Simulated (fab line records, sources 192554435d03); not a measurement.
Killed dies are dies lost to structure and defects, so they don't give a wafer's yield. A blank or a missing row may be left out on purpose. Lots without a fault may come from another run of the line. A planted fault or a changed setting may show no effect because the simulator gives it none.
Which tool did it? | flow n5_finfet | 24 lots, 72 wafers sampled, at 6 steps of a route of 1938

WHAT THE GAUGES READ, wafer by wafer
N5_BEOL_M0_CUTY_INSPECT_59: inspects for defects (macro). Usual: raw_defect_count 2.0, standard deviation 1.2.
lot  | measured     | on                | raw_defect_count | flag
L074 | day 5 17:38  | defect_inspect-02 | 1 3 1            |
L075 | day 5 21:59  | defect_inspect-01 | 0 1 4            |
L076 | day 6 05:26  | defect_inspect-02 | 1 2 2            |
L077 | day 6 13:30  | defect_inspect-02 | 1 0 0            |
L078 | day 6 14:23  | defect_inspect-02 | 0 3 3            |
L079 | day 7 00:31  | defect_inspect-02 | 1 2 1            |
L080 | day 7 06:53  | defect_inspect-01 | 1 3 4            |
L081 | day 7 15:43  | defect_inspect-01 | 0 1 1            |
L082 | day 7 19:56  | defect_inspect-01 | 2 1 1            |
L083 | day 8 00:42  | defect_inspect-01 | 2 1 1            |
L084 | day 8 05:38  | defect_inspect-02 | 2 2 2            |
L085 | day 8 11:22  | defect_inspect-02 | 4 2 1            |
L086 | day 8 19:35  | defect_inspect-01 | 3 3 5            |
L087 | day 8 21:25  | defect_inspect-01 | 1 2 2            |
L088 | day 9 06:52  | defect_inspect-02 | 2 3 3            |
L089 | day 9 08:22  | defect_inspect-02 | 5 2 1            |
L090 | day 9 22:23  | defect_inspect-02 | 2 4 3            |
L091 | day 10 02:25 | defect_inspect-02 | 3 4 4            |
L092 | day 10 07:00 | defect_inspect-02 | 0 4 2            |
L093 | day 10 16:17 | defect_inspect-01 | 4 4 1            |
L094 | day 10 17:55 | defect_inspect-02 | 1 3 1            |
L095 | day 10 22:35 | defect_inspect-02 | 3 1 5            |
L096 | day 11 10:38 | defect_inspect-02 | 4 1 1            |
L097 | day 11 13:01 | defect_inspect-02 | 0 2 2            |

N5_BEOL_M1_CD_MEAS_11: target cd 17.05 nm. Usual: cd_nm 17.10 nm, standard deviation 0.26.
lot  | measured     | on        | cd_nm (nm)        | flag
L074 | day 6 04:02  | cd_sem-03 | 16.42 16.74 17.27 |
L075 | day 6 07:20  | cd_sem-03 | 17.27 17.23 16.56 |
L076 | day 6 10:36  | cd_sem-03 | 17.01 17.08 16.81 |
L077 | day 7 01:06  | cd_sem-01 | 17.03 16.86 16.84 |
L078 | day 7 02:33  | cd_sem-02 | 17.32 16.95 17.06 |
L079 | day 7 10:44  | cd_sem-01 | 17.12 16.86 17.49 |
L080 | day 7 16:49  | cd_sem-01 | 17.06 17.53 17.16 |
L081 | day 7 23:18  | cd_sem-02 | 17.08 17.22 17.03 |
L082 | day 8 04:55  | cd_sem-01 | 16.62 16.72 17.27 |
L083 | day 8 08:39  | cd_sem-02 | 17.41 16.91 17.02 |
L084 | day 8 15:44  | cd_sem-03 | 16.88 17.42 17.17 |
L085 | day 8 16:53  | cd_sem-03 | 16.82 16.91 17.03 |
L086 | day 9 05:14  | cd_sem-01 | 17.06 17.23 17.36 |
L087 | day 9 07:20  | cd_sem-03 | 17.19 16.78 17.24 |
L088 | day 9 15:55  | cd_sem-03 | 16.79 17.38 17.17 |
L089 | day 9 16:05  | cd_sem-01 | 16.77 16.58 16.85 |
L090 | day 10 04:11 | cd_sem-02 | 17.51 17.22 17.23 |
L091 | day 10 10:09 | cd_sem-01 | 17.24 16.86 16.89 |
L092 | day 10 16:25 | cd_sem-02 | 17.09 17.54 16.93 |
L093 | day 11 03:51 | cd_sem-01 | 17.09 17.07 16.71 |
L094 | day 11 04:05 | cd_sem-02 | 16.90 17.13 17.32 |
L095 | day 11 07:08 | cd_sem-01 | 17.02 17.63 17.53 |
L096 | day 11 17:50 | cd_sem-01 | 17.30 17.06 17.21 |
L097 | day 11 22:02 | cd_sem-02 | 17.17 17.32 16.79 |

WHICH TOOL RAN EACH LOT (tool, then ch and the chambers of the sampled wafers, then the start)
lot  | N5_BEOL_M0_STRIP_104               | N5_BEOL_M0_SPUTTER_141       | N5_BEOL_M1_ILD_DEP_00           | N5_BEOL_M1_HM_DEP_02
L074 | rie_diel-01 ch 0,1,3, day 5 21:35  | pvd_sputter-02, day 6 01:46  | pecvd-03 ch 1,2, day 6 02:56    | pvd_sputter-03, day 6 03:38
L075 | rie_diel-04 ch 0,2,3, day 6 02:29  | pvd_sputter-01, day 6 04:53  | pecvd-01 ch 0,1,2, day 6 06:00  | pvd_sputter-01, day 6 06:57
L076 | rie_diel-06 ch 1,2, day 6 06:07    | pvd_sputter-03, day 6 08:16  | pecvd-02 ch 0,1, day 6 09:37    | pvd_sputter-02, day 6 10:13
L077 | rie_diel-04 ch 1,2,3, day 6 17:39  | pvd_sputter-03, day 6 20:17  | pecvd-02 ch 0,1, day 6 22:10    | pvd_sputter-02, day 7 00:35
L078 | rie_diel-04 ch 1,2, day 6 20:35    | pvd_sputter-01, day 7 00:06  | pecvd-03 ch 0,1,2, day 7 01:14  | pvd_sputter-01, day 7 02:07
L079 | rie_diel-01 ch 1,3, day 7 02:10    | pvd_sputter-02, day 7 06:50  | pecvd-03 ch 0,1,2, day 7 08:08  | pvd_sputter-01, day 7 10:13
L080 | rie_diel-04 ch 2,3, day 7 09:56    | pvd_sputter-02, day 7 14:21  | pecvd-01 ch 1,2, day 7 15:37    | pvd_sputter-01, day 7 16:18
L081 | rie_diel-06 ch 0,1, day 7 16:25    | pvd_sputter-02, day 7 19:14  | pecvd-03 ch 0,1, day 7 20:23    | pvd_sputter-01, day 7 22:47
L082 | rie_diel-01 ch 1,2,3, day 7 23:14  | pvd_sputter-01, day 8 02:07  | pecvd-03 ch 0,2, day 8 03:14    | pvd_sputter-01, day 8 04:31
L083 | rie_diel-06 ch 0,1,2, day 8 01:53  | pvd_sputter-01, day 8 05:20  | pecvd-01 ch 0,1,2, day 8 06:38  | pvd_sputter-03, day 8 08:08
L084 | rie_diel-06 ch 2,3, day 8 09:27    | pvd_sputter-02, day 8 13:04  | pecvd-03 ch 0,1, day 8 14:11    | pvd_sputter-03, day 8 15:18
L085 | rie_diel-01 ch 0,2,3, day 8 12:55  | pvd_sputter-02, day 8 15:03  | pecvd-03 ch 0,2, day 8 16:13    | pvd_sputter-01, day 8 16:29
L086 | rie_diel-01 ch 2,3, day 8 21:02    | pvd_sputter-03, day 9 01:08  | pecvd-03 ch 0,1,2, day 9 02:58  | pvd_sputter-01, day 9 04:50
L087 | rie_diel-04 ch 0,1, day 8 23:49    | pvd_sputter-01, day 9 04:22  | pecvd-01 ch 1,2, day 9 06:16    | pvd_sputter-03, day 9 06:57
L088 | rie_diel-01 ch 1,2,3, day 9 10:02  | pvd_sputter-03, day 9 12:49  | pecvd-02 ch 0,1,2, day 9 14:10  | pvd_sputter-03, day 9 15:23
L089 | rie_diel-04 ch 0,1, day 9 10:18    | pvd_sputter-01, day 9 12:56  | pecvd-02 ch 0,2, day 9 14:20    | pvd_sputter-03, day 9 15:29
L090 | rie_diel-01 ch 0,2,3, day 9 23:06  | pvd_sputter-01, day 10 01:14 | pecvd-02 ch 1,2, day 10 02:38   | pvd_sputter-02, day 10 03:40
L091 | rie_diel-04 ch 0,2, day 10 04:31   | pvd_sputter-01, day 10 06:10 | pecvd-02 ch 0,1, day 10 07:25   | pvd_sputter-03, day 10 09:46
L092 | rie_diel-06 ch 1,2,3, day 10 09:04 | pvd_sputter-01, day 10 11:35 | pecvd-02 ch 0,2, day 10 12:49   | pvd_sputter-02, day 10 15:53
L093 | rie_diel-01 ch 1,2,3, day 10 21:05 | pvd_sputter-03, day 10 23:56 | pecvd-03 ch 1,2, day 11 01:41   | pvd_sputter-02, day 11 03:28
L094 | rie_diel-04 ch 0,1,2, day 10 21:07 | pvd_sputter-02, day 11 00:08 | pecvd-03 ch 0,1, day 11 01:53   | pvd_sputter-02, day 11 03:34
L095 | rie_diel-01 ch 1,2,3, day 10 23:46 | pvd_sputter-02, day 11 03:23 | pecvd-03 ch 0,1,2, day 11 04:40 | pvd_sputter-03, day 11 06:37
L096 | rie_diel-06 ch 1,3, day 11 11:41   | pvd_sputter-01, day 11 14:21 | pecvd-03 ch 1,2, day 11 15:29   | pvd_sputter-01, day 11 17:27
L097 | rie_diel-06 ch 0,1,3, day 11 17:27 | pvd_sputter-03, day 11 19:45 | pecvd-02 ch 0,1,2, day 11 20:53 | pvd_sputter-02, day 11 21:31
- N5_BEOL_M0_STRIP_104: strips in N2/H2.
- N5_BEOL_M0_SPUTTER_141: material Cu, target thk 4 nm, time 7.37 s.
- N5_BEOL_M1_ILD_DEP_00: deposits SiOC from DEMS/O2, target thk 79 nm, time 15.3 s.
- N5_BEOL_M1_HM_DEP_02: deposits TiN, target thk 20 nm.

WHAT THE TOOLS THEMSELVES READ (means of the sampled wafers that have a number; where no wafer has one, the mark that the record gives instead)
N5_BEOL_M0_STRIP_104. Usual: drypump_motor_current_A 5.7 A, standard deviation 0.38; h2_flow_sccm 200.0 sccm, standard deviation 0.57; oes_product_au 0.79 a.u., standard deviation 0.085; rf_vpp_V 59.1 V, standard deviation 1.6; showerhead_plenum_p_Torr 2.54 Torr, standard deviation 0.095; throttle_valve_pct 23.65 %, standard deviation 0.2.
lot  | tool        | drypump_motor_current_A (A) | h2_flow_sccm (sccm) | oes_product_au (a.u.) | rf_vpp_V (V) | showerhead_plenum_p_Torr (Torr) | throttle_valve_pct (%) | flag
L074 | rie_diel-01 | 5.8                         | 199.7               | 0.86                  | 59.6         | 2.61                            | 23.65                  |
L075 | rie_diel-04 | 5.8                         | 200.1               | 0.76                  | 60.1         | 2.47                            | 23.53                  |
L076 | rie_diel-06 | 5.6                         | 200.0               | 0.79                  | 59.7         | 2.46                            | 23.77                  |
L077 | rie_diel-04 | 5.8                         | 200.0               | 0.73                  | 58.8         | 2.53                            | 23.67                  |
L078 | rie_diel-04 | 5.5                         | 199.3               | 0.73                  | 59.1         | 2.56                            | 23.78                  |
L079 | rie_diel-01 | 5.4                         | 200.3               | 0.82                  | 58.2         | 2.55                            | 23.70                  |
L080 | rie_diel-04 | 5.7                         | 200.6               | 0.73                  | 59.4         | 2.49                            | 23.69                  |
L081 | rie_diel-06 | 5.8                         | 199.8               | 0.72                  | 58.5         | 2.40                            | 23.91                  |
L082 | rie_diel-01 | 5.4                         | 199.8               | 0.83                  | 57.6         | 2.56                            | 23.74                  |
L083 | rie_diel-06 | 5.7                         | 200.3               | 0.78                  | 60.7         | 2.46                            | 23.71                  |
L084 | rie_diel-06 | 5.5                         | 200.6               | 0.85                  | 59.8         | 2.57                            | 23.39                  |
L085 | rie_diel-01 | 5.7                         | 200.0               | 0.88                  | 59.6         | 2.62                            | 23.61                  |
L086 | rie_diel-01 | 5.4                         | 199.9               | 0.86                  | 58.3         | 2.57                            | 23.65                  |
L087 | rie_diel-04 | 5.8                         | 200.0               | 0.73                  | 58.0         | 2.50                            | 23.56                  |
L088 | rie_diel-01 | 5.3                         | 200.4               | 0.82                  | 56.8         | 2.56                            | 23.74                  |
L089 | rie_diel-04 | 5.7                         | 200.8               | 0.71                  | 59.0         | 2.56                            | 23.69                  |
L090 | rie_diel-01 | 5.7                         | 200.4               | 0.86                  | 58.0         | 2.62                            | 23.61                  |
L091 | rie_diel-04 | 5.7                         | 199.9               | 0.72                  | 59.8         | 2.49                            | 23.70                  |
L092 | rie_diel-06 | 5.7                         | 200.3               | 0.86                  | 58.6         | 2.61                            | 23.48                  |
L093 | rie_diel-01 | 5.4                         | 200.3               | 0.80                  | 59.5         | 2.55                            | 23.76                  |
L094 | rie_diel-04 | 5.6                         | 199.5               | 0.71                  | 58.4         | 2.52                            | 23.70                  |
L095 | rie_diel-01 | 5.4                         | 199.7               | 0.80                  | 59.5         | 2.55                            | 23.77                  |
L096 | rie_diel-06 | 5.9                         | 199.7               | 0.80                  | 58.7         | 2.59                            | 23.47                  |
L097 | rie_diel-06 | 5.9                         | 199.6               | 0.78                  | 58.0         | 2.54                            | 23.64                  |

N5_BEOL_M0_SPUTTER_141. Usual: susceptor_temp_C -20.00 C, standard deviation 0.11; throttle_valve_pct 29.7 %, standard deviation 0.95.
lot  | tool           | susceptor_temp_C (C) | throttle_valve_pct (%) | flag
L074 | pvd_sputter-02 | -20.00               | 29.5                   |
L075 | pvd_sputter-01 | -19.96               | 30.2                   |
L076 | pvd_sputter-03 | -20.00               | 30.3                   |
L077 | pvd_sputter-03 | -20.03               | 29.6                   |
L078 | pvd_sputter-01 | -19.96               | 30.3                   |
L079 | pvd_sputter-02 | -20.11               | 29.2                   |
L080 | pvd_sputter-02 | -19.89               | 29.0                   |
L081 | pvd_sputter-02 | -20.04               | 28.5                   |
L082 | pvd_sputter-01 | -20.07               | 30.1                   |
L083 | pvd_sputter-01 | -19.99               | 30.6                   |
L084 | pvd_sputter-02 | -20.05               | 29.6                   |
L085 | pvd_sputter-02 | -20.08               | 29.8                   |
L086 | pvd_sputter-03 | -19.97               | 30.4                   |
L087 | pvd_sputter-01 | -20.06               | 30.6                   |
L088 | pvd_sputter-03 | -19.98               | 29.3                   |
L089 | pvd_sputter-01 | -19.98               | 29.6                   |
L090 | pvd_sputter-01 | -20.03               | 29.9                   |
L091 | pvd_sputter-01 | -19.91               | 30.4                   |
L092 | pvd_sputter-01 | -20.03               | 30.4                   |
L093 | pvd_sputter-03 | -20.03               | 29.4                   |
L094 | pvd_sputter-02 | -20.13               | 28.8                   |
L095 | pvd_sputter-02 | -20.01               | 29.7                   |
L096 | pvd_sputter-01 | -19.96               | 30.2                   |
L097 | pvd_sputter-03 | -20.05               | 29.6                   |

N5_BEOL_M1_ILD_DEP_00. Usual: heater_power_w 490 W, standard deviation 58; showerhead_plenum_p_Torr 5.688 Torr, standard deviation 0.019; susceptor_temp_C 349.99 C, standard deviation 0.19; throttle_valve_pct 11.7 %, standard deviation 0.34.
lot  | tool     | heater_power_w (W) | showerhead_plenum_p_Torr (Torr) | susceptor_temp_C (C) | throttle_valve_pct (%) | flag
L074 | pecvd-03 | 432                | 5.694                           | 350.17               | 11.3                   |
L075 | pecvd-01 | 478                | 5.679                           | 349.92               | 12.3                   |
L076 | pecvd-02 | 502                | 5.681                           | 349.90               | 11.6                   |
L077 | pecvd-02 | 450                | 5.701                           | 349.98               | 11.7                   |
L078 | pecvd-03 | 446                | 5.711                           | 349.92               | 11.5                   |
L079 | pecvd-03 | 470                | 5.688                           | 349.99               | 11.6                   |
L080 | pecvd-01 | 530                | 5.683                           | 350.11               | 12.1                   |
L081 | pecvd-03 | 538                | 5.696                           | 350.12               | 11.9                   |
L082 | pecvd-03 | 505                | 5.704                           | 349.85               | 11.7                   |
L083 | pecvd-01 | 472                | 5.689                           | 350.01               | 12.1                   |
L084 | pecvd-03 | 460                | 5.701                           | 349.99               | 11.7                   |
L085 | pecvd-03 | 541                | 5.695                           | 349.96               | 11.3                   |
L086 | pecvd-03 | 497                | 5.695                           | 350.06               | 11.6                   |
L087 | pecvd-01 | 552                | 5.687                           | 350.02               | 12.3                   |
L088 | pecvd-02 | 512                | 5.677                           | 350.10               | 11.8                   |
L089 | pecvd-02 | 492                | 5.697                           | 349.77               | 11.9                   |
L090 | pecvd-02 | 531                | 5.662                           | 349.99               | 11.9                   |
L091 | pecvd-02 | 483                | 5.688                           | 350.01               | 11.8                   |
L092 | pecvd-02 | 459                | 5.688                           | 350.04               | 12.0                   |
L093 | pecvd-03 | 471                | 5.688                           | 350.03               | 11.8                   |
L094 | pecvd-03 | 507                | 5.693                           | 350.00               | 11.7                   |
L095 | pecvd-03 | 509                | 5.696                           | 349.94               | 11.4                   |
L096 | pecvd-03 | 475                | 5.694                           | 350.03               | 11.4                   |
L097 | pecvd-02 | 478                | 5.674                           | 350.06               | 11.9                   |

N5_BEOL_M1_HM_DEP_02. Usual: susceptor_temp_C 24.99 C, standard deviation 0.11; throttle_valve_pct 29.8 %, standard deviation 0.96.
lot  | tool           | susceptor_temp_C (C) | throttle_valve_pct (%) | flag
L074 | pvd_sputter-03 | 25.05                | 30.3                   |
L075 | pvd_sputter-01 | 24.99                | 30.6                   |
L076 | pvd_sputter-02 | 25.04                | 29.6                   |
L077 | pvd_sputter-02 | 25.03                | 29.7                   |
L078 | pvd_sputter-01 | 24.96                | 30.6                   |
L079 | pvd_sputter-01 | 24.95                | 30.4                   |
L080 | pvd_sputter-01 | 24.95                | 30.7                   |
L081 | pvd_sputter-01 | 25.07                | 30.6                   |
L082 | pvd_sputter-01 | 25.04                | 29.7                   |
L083 | pvd_sputter-03 | 25.05                | 30.2                   |
L084 | pvd_sputter-03 | 25.08                | 28.6                   |
L085 | pvd_sputter-01 | 25.00                | 30.0                   |
L086 | pvd_sputter-01 | 24.96                | 30.4                   |
L087 | pvd_sputter-03 | 24.86                | 29.8                   |
L088 | pvd_sputter-03 | 24.96                | 30.0                   |
L089 | pvd_sputter-03 | 24.98                | 29.6                   |
L090 | pvd_sputter-02 | 25.11                | 28.8                   |
L091 | pvd_sputter-03 | 25.02                | 29.3                   |
L092 | pvd_sputter-02 | 25.00                | 29.2                   |
L093 | pvd_sputter-02 | 24.95                | 29.1                   |
L094 | pvd_sputter-02 | 25.01                | 29.8                   |
L095 | pvd_sputter-03 | 25.07                | 29.3                   |
L096 | pvd_sputter-01 | 24.98                | 30.3                   |
L097 | pvd_sputter-02 | 25.01                | 29.0                   |

THE ANSWER, worked out from the rows above alone
Rule: a lot is off if the mean of its wafers that have a number lies more than 3 standard deviations from the usual mean. A lot without any number at a reading at which 4 lots or more have one is off too. The other lots that the step has rows for count as sound. The gauges are gone through in route order, then the tools' own readings, and for those a lot's mean is taken as printed above. The first step at which some lot is off is used, and at that step the reading that is off furthest; a lot without a number counts as furthest.
No lot is off at any reading shown: from this, nothing can be told.

WHAT THE SIMULATOR HAD PUT IN
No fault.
